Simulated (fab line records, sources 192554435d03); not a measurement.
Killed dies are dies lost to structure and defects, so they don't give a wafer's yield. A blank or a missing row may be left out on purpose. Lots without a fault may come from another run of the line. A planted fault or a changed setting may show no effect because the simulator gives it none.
One fault seen from 3 desks | flow n5_finfet | each desk has only its own numbers; what lay behind them comes last

THE DEFECT DESK
What the inspections along the route counted, lot by lot: means of the sampled wafers that have a number. A lot is out of limits, marked OUT, if its mean lies more than 4 standard deviations from the usual mean; the brackets give that distance.
Columns: A = raw_defect_count at N5_BEOL_M10_INSPECT_58, usual 72
lot  | first seen here | A
L740 | day 11 06:20    | 96
L743 | day 12 14:09    | 67
L747 | day 13 08:31    | 72
L746 | day 13 10:11    | 88
L750 | day 15 11:44    | 48
L754 | day 15 16:32    | 63
L756 | day 16 11:08    | 99
L761 | day 17 07:26    | 66
This desk's finding: nothing out of limits on any of the 8 lots.

THE TOOL OWNER'S DESK: rie_diel-03
The tool's own readings at N5_BEOL_M11_ETCH_62 (etches SOC in N2/H2, target depth 110 nm, overetch 22 nm, time 165 s): means of the sampled wafers that have a number, for each lot that ran on this tool. A lot is out of limits, marked OUT, if its mean lies more than 4 standard deviations from the usual mean; the brackets give that distance.
Columns: A = drypump_motor_current_A at N5_BEOL_M11_ETCH_62, usual 5.6 A; B = oes_product_au at N5_BEOL_M11_ETCH_62, usual 0.70 a.u.; C = rf_vpp_V at N5_BEOL_M11_ETCH_62, usual 524.5 V; D = showerhead_plenum_p_Torr at N5_BEOL_M11_ETCH_62, usual 2.55 Torr; E = throttle_valve_pct at N5_BEOL_M11_ETCH_62, usual 17.58 %
lot  | first seen here | A   | B    | C     | D    | E
L747 | day 13 12:23    | 5.7 | 0.71 | 524.6 | 2.56 | 17.49
L746 | day 13 12:41    | 5.6 | 0.66 | 524.3 | 2.55 | 17.58
L761 | day 17 10:50    | 5.3 | 0.74 | 525.4 | 2.58 | 17.52
This desk's finding: nothing out of limits on any of the 3 lots.

THE METROLOGY DESK
What the gauges read, lot by lot, whatever tool the lot ran on: means of the sampled wafers that have a number. A lot is out of limits, marked OUT, if its mean lies more than 4 standard deviations from the usual mean; the brackets give that distance. Of its 14 readings 7 are shown: the one that was out of limits first, and those that lie furthest out on some lot.
Columns: A = DIBL_N at N5_BEOL_M4_RC_MEAS_101, usual 36.0 mV/V; B = DIBL_P at N5_BEOL_M4_RC_MEAS_101, usual 35.6 mV/V; C = SS_N at N5_BEOL_M4_RC_MEAS_101, usual 71.5 mV/dec; D = cd_nm at N5_BEOL_M11_CD_MEAS_18, usual 70.0 nm; E = cd_nm at N5_BEOL_M11_CD_MEAS_28, usual 70.1 nm; F = trench_depth_nm at N5_BEOL_M11_OCD_MEAS_38, usual 148 nm; G = cd_nm at N5_BEOL_M11_CD_MEAS_35, usual 70.0 nm
lot  | first seen here | A    | B    | C    | D    | E    | F             | G
L740 | day 8 22:11     | 36.5 | 35.4 | 70.6 | 69.1 | 70.9 | 145           | 69.2
L743 | day 10 10:39    | 36.4 | 35.9 | 71.5 | 69.4 | 70.5 | 149           | 69.5
L746 | day 11 01:13    | 37.4 | 38.5 | 72.1 | 71.2 | 70.8 | 100 (-15) OUT | 71.1
L747 | day 11 06:08    | 36.0 | 34.9 | 71.3 | 71.0 | 70.0 | 149           | 71.0
L750 | day 13 00:28    | 33.1 | 32.6 | 70.8 | 69.3 | 71.6 | 144           | 69.6
L754 | day 13 09:55    | 36.9 | 36.4 | 70.8 | 70.0 | 70.4 | 143           | 69.9
L756 | day 13 20:47    | 34.7 | 35.3 | 71.1 | 70.4 | 70.7 | 141           | 70.8
L761 | day 14 13:58    | 36.9 | 36.4 | 72.2 | 69.8 | 70.6 | 150           | 69.9
This desk's finding: out of limits on L746; first on L746, day 13 15:22 (trench_depth_nm at N5_BEOL_M11_OCD_MEAS_38). In limits: L740, L743, L747, L750, L754, L756, L761.

PUT TOGETHER
The metrology desk could have raised an alarm at day 13 15:22, on L746.
The defect desk saw nothing out of limits.
The tool owner's desk saw nothing out of limits.
The defect desk has L746 on record, within its limits.
The tool owner's desk has L746 on record, within its limits.
Of the lots named, all ran N5_BEOL_M11_ETCH_62 on rie_diel-03.

WHAT THE SIMULATOR HAD PUT IN
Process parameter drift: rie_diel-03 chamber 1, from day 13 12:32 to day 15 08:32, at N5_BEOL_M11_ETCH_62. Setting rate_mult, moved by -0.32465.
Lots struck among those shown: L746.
Hours from the fault's start to each desk's first reading out of limits: the metrology desk, 3.
